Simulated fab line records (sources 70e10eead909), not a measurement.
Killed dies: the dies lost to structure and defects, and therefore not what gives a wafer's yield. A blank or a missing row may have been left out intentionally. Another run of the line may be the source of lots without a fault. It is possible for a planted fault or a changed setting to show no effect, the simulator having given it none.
Struck lot and sound lot, side by side ; flow nandHarc ; 24 steps out of a route of 1302
Sound: the wafers L398.2, L398.4, L398.5. Struck: wafers L408.1, L408.2, L408.3. The cause is given at the end.
At each step with rows: each side's tool, then ch and its chambers, then its first start. Under that, the readings that differ: sound wafers ; struck wafers ; difference of the means ; sigmas: that difference in standard deviations of wafers without a fault.
alike: words and numbers the same on both sides, and readings whose means are apart by under 2 such deviations; not compared: readings that were withheld, readings missing a value for some wafer, numbers with overlapping values and no deviation given by the record, and bounds like >300 which may hide the same value.
The two part at a step that has a row with sigmas, a row that says differs or no value, or rows on one side only. When numbers do not overlap yet have no deviation, they are printed without sigmas and do not part them. Lack of a reading on every wafer of one side parts them only where that side has two or more wafers.

first, 1 step without rows for these wafers: NHARC_P_M0_SRD_25.
NHARC_P_M0_INSPECT_27:
  sound on defectInspect-01 at day 10 19:00; struck on defectInspect-01 at day 14 20:09
  alike: rawDefectCount
NHARC_P_M0_PRE_CLEAN_31: time 12 s.
  sound on pecvd-03 ch 1,2, day 10 19:33; struck on pecvd-03 ch 0,1,2, day 14 20:13
  alike: heaterPowerW
NHARC_P_M0_DEP_32: deposits SiCN, target thk 30 nm.
  sound on pecvd-03 ch 1,2, day 10 19:38; struck on pecvd-03 ch 0,1,2, day 14 20:17
  alike: heaterPowerW
then, 7 steps without rows for these wafers: NHARC_P_M1_DEP_00 (deposits SiOC, target thk 182.5 nm); NHARC_P_M1_DEHYDRATE_01 (time 120 s); NHARC_P_M1_HMDS_02 (time 30 s); NHARC_P_M1_COAT_34 (time 65 s); NHARC_P_M1_COAT_03 (resist thk 90 nm); NHARC_P_M1_SOFTBAKE_04 (time 55 s); NHARC_P_M1_EBR_05.
NHARC_P_M1_EXPOSE_06: exposes mask P M1, target cd 130 nm.
  sound on arfiScanner-02 ch 0, day 10 20:44; struck on arfiScanner-01 ch 0, day 14 21:24
reading;sound;struck;difference;sigmas
exposureDoseMJCm2;81.82 81.85 81.80;63.43 63.42 63.41;-18.40;-99 or more
  alike: mask
then, 2 steps without rows for these wafers: NHARC_P_M1_PEB_07 (peb time 65 s); NHARC_P_M1_DEVELOP_08 (develop time 35 s).
NHARC_P_M1_CD_MEAS_09: the cd target is 130 nm.
  sound on cdSem-01 ch 0, day 10 20:52; struck on cdSem-01 ch 0, day 14 21:32
reading;sound;struck;difference;sigmas
cdNm (nm);129.2 129.1 129.1;113.6 114.4 114.6;-14.9;-22
NHARC_P_M1_OVL_MEAS_10: pitch 260 nm.
  sound on overlay-02 at day 10 20:57; struck on overlay-02 at day 14 21:38
  alike: overlayXNm, overlayYNm
NHARC_P_M1_INSPECT_11:
  sound on defectInspect-01 at day 10 20:59; struck on defectInspect-01 at day 14 21:40
  alike: rawDefectCount
NHARC_P_M1_DESCUM_14: chemistry O2, time 3 s.
  sound on rieDiel-02 ch 0,1, day 10 21:04; struck on rieDiel-06 ch 0,2,3, day 14 21:44
reading;sound;struck;difference;sigmas
model.P_M1.cdNm (nm);128.6 128.9 128.9;114.1 114.2 115.3;-14.3;
  alike: drypumpMotorCurrentA, oesProductAu, rfVppV, showerheadPlenumPTorr, throttleValvePct
  not compared: rfHoursCounterH
NHARC_P_M1_ETCH_35: etches the open film in N2/H2, target depth 40 nm, overetch 12 nm, time 43.94 s.
  sound on rieDiel-02 ch 0,2,3, day 10 21:08; struck on rieDiel-06 ch 1,2,3, day 14 21:49
  alike: drypumpMotorCurrentA, h2FlowSccm, oesProductAu, rfVppV, showerheadPlenumPTorr, throttleValvePct
  not compared: rfHoursCounterH
NHARC_P_M1_ETCH_15: etches the open film in C4F8/Ar, target depth 182.5 nm, time 91.2 s.
  sound: rieDiel-02 ch 0,1; struck: rieDiel-06 ch 0,1,3
  alike: oesProductAu, rfVppV
  not compared: rfHoursCounterH
NHARC_P_M1_CD_MEAS_16:
  sound on cdSem-03 at day 10 21:22; struck on cdSem-02 at day 14 22:02
reading;sound;struck;difference;sigmas
cdNm (nm);128.4 129.8 129.3;114.9 114.2 115.4;-14.3;-18
NHARC_P_M1_STRIP_18: strips in N2/H2.
  sound on rieDiel-02 ch 0,2,3, day 10 21:29; struck on rieDiel-02 ch 0,1,3, day 14 22:06
  alike: drypumpMotorCurrentA, h2FlowSccm, oesProductAu, rfVppV, showerheadPlenumPTorr, throttleValvePct
  not compared: rfHoursCounterH
NHARC_P_M1_ETCH_28: etches the open film in CF4/N2, target depth 30 nm, time 72.99 s.
  sound: rieDiel-02 ch 2,3; struck: rieDiel-02 ch 0,1,3
reading;sound;struck;difference;sigmas
oesProductAu (a.u.);0.992 0.991 0.996;1.015 1.008 1.011;+0.018;+2
model.P_M1.cdNm (nm);128.7 129 128.8;114.4 114.1 115.4;-14.2;
  alike: drypumpMotorCurrentA, rfVppV, showerheadPlenumPTorr, throttleValvePct
  not compared: rfHoursCounterH
then, 1 step without rows for these wafers: NHARC_P_M1_STRIP_19 (strips in post etch residue remover, time 600 s).

WHERE THEY PART
First at NHARC_P_M1_EXPOSE_06; last, within this record, at NHARC_P_M1_ETCH_28.

WHY: the cause the simulator had injected
Drift in process parameters on arfiScanner-01 at NHARC_P_M1_EXPOSE_06, starting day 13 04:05. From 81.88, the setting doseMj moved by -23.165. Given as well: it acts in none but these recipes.
